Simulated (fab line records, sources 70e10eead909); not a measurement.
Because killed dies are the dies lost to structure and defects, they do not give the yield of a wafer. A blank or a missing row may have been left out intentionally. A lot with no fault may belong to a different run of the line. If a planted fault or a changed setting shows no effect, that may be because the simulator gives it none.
Matching of chambers ; flow nandHarc ; NHARC_A_CHANNEL_FILL_D1_ALD_14 on aldHk-01 has 4 sister chambers
The step deposits SiO2, target thk 2.5 nm, pulse time 10 s, ald cycles 25. 7 wafers are shown with their chamber, then 7 later ones without.

## WAFERS, EACH WITH ITS CHAMBER
wafer;chamber;heaterPowerW (W);precursorPulseHeightRel
L075.5;1;414;0.973
L075.6;2;496;1.002
L079.6;0;492;0.993
L081.5;3;417;0.989
L081.6;0;482;1.057
L090.1;1;413;1.005
L090.2;3;437;1.012

## WAFERS WITHOUT THEIR CHAMBER
wafer;heaterPowerW (W);precursorPulseHeightRel
L090.5;426;0.980
L094.3;474;0.946
L094.4;429;1.005
L094.5;479;1.012
L096.1;434;0.986
L096.2;428;1.025
L096.4;472;1.003

## WHICH CHAMBER EACH WENT THROUGH
wafer;from the rows above;in truth
L090.5;can't be placed: 3 or 1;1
L094.3;can't be placed: 0 or 2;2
L094.4;can't be placed: 3 or 1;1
L094.5;can't be placed: 0 or 2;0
L096.1;can't be placed: 3 or 1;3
L096.2;can't be placed: 3 or 1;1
L096.4;can't be placed: 0 or 2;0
Placed correctly: 0 of 7. Cannot be placed on the basis of these rows: 7; the candidates contain the true chamber in 7. Number placed wrongly: 0.
How it was worked out, from the rows above alone: a wafer's distance from a chamber is the root of the sum, over the readings, of the square of ((its reading less the chamber's mean) divided by the reading's scatter). The wafer belongs to the nearest chamber; if the next one is less than 2 further off, it can't be placed. Each chamber's mean is taken over the wafers shown for it. The scatter: take each reading less its chamber's mean, square it, sum over the shown wafers, divide by the number of wafers less the number of chambers, and take the root.
